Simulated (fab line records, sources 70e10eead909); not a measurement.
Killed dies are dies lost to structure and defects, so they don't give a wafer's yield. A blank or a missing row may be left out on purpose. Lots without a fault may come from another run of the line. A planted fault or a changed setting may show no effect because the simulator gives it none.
Chamber matching | flow nand_harc | NHARC_A_CONTACT_DESCUM_13 on rie_diel-06: 4 sister chambers
The step chemistry O2, time 3 s. 4 wafers are shown with their chamber, then 11 later ones without.

WAFERS WITH THEIR CHAMBER
wafer  | chamber | drypump_motor_current_A (A)
L088.4 | 0       | 6.7
L085.2 | 1       | 5.0
L085.6 | 3       | 5.8
L091.4 | 2       | 5.3

WAFERS WITHOUT THEIR CHAMBER
wafer  | drypump_motor_current_A (A)
L091.5 | 6.7
L091.6 | 5.0
L094.1 | 5.9
L094.3 | 6.7
L094.6 | 5.8
L086.1 | 5.3
L086.3 | 6.7
L086.5 | 6.7
L097.1 | 5.9
L097.2 | 5.3
L097.6 | 6.8

WHICH CHAMBER EACH WENT THROUGH
wafer  | from the rows above | in truth
L091.5 | 0                   | 0
L091.6 | 1                   | 1
L094.1 | 3                   | 3
L094.3 | 0                   | 0
L094.6 | 3                   | 3
L086.1 | 2                   | 2
L086.3 | 0                   | 0
L086.5 | 0                   | 0
L097.1 | 3                   | 3
L097.2 | 2                   | 2
L097.6 | 0                   | 0
Placed correctly: 11 of 11. Can't be placed from these rows: 0. Placed wrongly: 0.
How it was worked out, from the rows above alone: a wafer's distance from a chamber is the root of the sum, over the readings, of the square of ((its reading less the chamber's mean) divided by the reading's scatter). The wafer belongs to the nearest chamber; if the next one is less than 2 further off, it can't be placed. A chamber's mean is the mean of its shown wafers. The scatter: with one shown wafer a chamber, the root of the mean of the squares of how far each hidden wafer lies from its nearest shown one.
